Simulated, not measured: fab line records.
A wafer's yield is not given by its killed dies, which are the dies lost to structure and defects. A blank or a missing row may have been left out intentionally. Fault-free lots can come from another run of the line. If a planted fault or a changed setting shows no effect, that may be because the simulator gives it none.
Matching of chambers	flow n5_finfet	4 sister chambers for N5_BEOL_M7_CMP_52 on cmp-03
The step polishes, stops on SiCOH lowk, t overpolish 6.9 s, target thk 80 nm. 22 wafers are shown with their chamber, then 11 later ones without.

## WAFERS WITH THEIR CHAMBER
wafer	chamber	motor_current_A (A)	time_to_endpoint_s (s)	overpolish_run_s (s)
L074.1	1	6.5	63	6.892
L074.2	3	6.0	61	6.924
L074.5	1	6.0	66	6.892
L075.1	2	5.8	62	6.913
L075.2	0	6.8	62	6.890
L075.3	1	6.5	65	6.905
L078.2	0	6.4	62	6.896
L078.3	2	5.9	62	6.893
L078.6	2	5.7	63	6.902
L081.3	2	5.4	63	6.897
L081.4	3	6.0	60	6.902
L081.5	1	5.8	65	6.901
L082.1	1	6.2	64	6.906
L082.2	3	6.1	61	6.905
L082.6	2	5.8	63	6.901
L083.2	2	5.6	64	6.906
L083.4	3	6.0	62	6.901
L083.6	3	5.7	59	6.906
L084.1	2	5.8	64	6.900
L084.2	1	6.0	64	6.907
L084.6	3	5.6	65	6.905
L087.1	1	6.2	67	6.916

SIGNATURES (means of the wafers above)
reading	chamber 0	chamber 1	chamber 2	chamber 3	scatter within a chamber
motor_current_A	6.600	6.171	5.714	5.900	0.219
time_to_endpoint_s	62.00	64.86	63.00	61.33	1.42
overpolish_run_s	6.89300	6.90271	6.90171	6.90717	0.0077
Rule: for each reading, subtract the chamber's mean from the wafer's reading, divide by that reading's scatter and square the result; add these up over the readings and take the root, which gives the wafer's distance from the chamber. The wafer belongs to the nearest chamber; if the next one is less than 2 further off, it can't be placed. The scatter is the square root of a quotient: the sum, over the shown wafers, of each reading's squared deviation from its chamber's mean, divided by wafers minus chambers.

## WAFERS WITH NO CHAMBER GIVEN
wafer	motor_current_A (A)	time_to_endpoint_s (s)	overpolish_run_s (s)
L087.5	5.8	65	6.908
L087.6	6.0	67	6.912
L088.1	7.0	64	6.903
L088.4	5.8	68	6.886
L088.5	5.8	63	6.915
L090.3	5.6	63	6.898
L090.5	6.6	63	6.907
L090.6	6.0	64	6.886
L096.1	6.1	61	6.911
L096.4	5.9	62	6.886
L096.6	6.7	61	6.895

## WHICH CHAMBER EACH ONE RAN IN
wafer	from the rows above	in truth
L087.5	can't be placed: 2 or 1 or 3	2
L087.6	can't be placed: 1 or 2 or 3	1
L088.1	can't be placed: 0 or 1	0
L088.4	can't be placed: 1 or 2 or 3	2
L088.5	can't be placed: 3 or 2 or 1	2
L090.3	can't be placed: 2 or 3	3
L090.5	can't be placed: 0 or 1 or 3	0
L090.6	can't be placed: 1 or 2 or 0 or 3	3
L096.1	can't be placed: 3 or 2 or 1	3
L096.4	can't be placed: 2 or 3 or 1 or 0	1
L096.6	0	0
Placed correctly: 1 of 11. Not placeable from these rows: 10 (in 10, the candidates include the true chamber). Placed wrongly: 0.
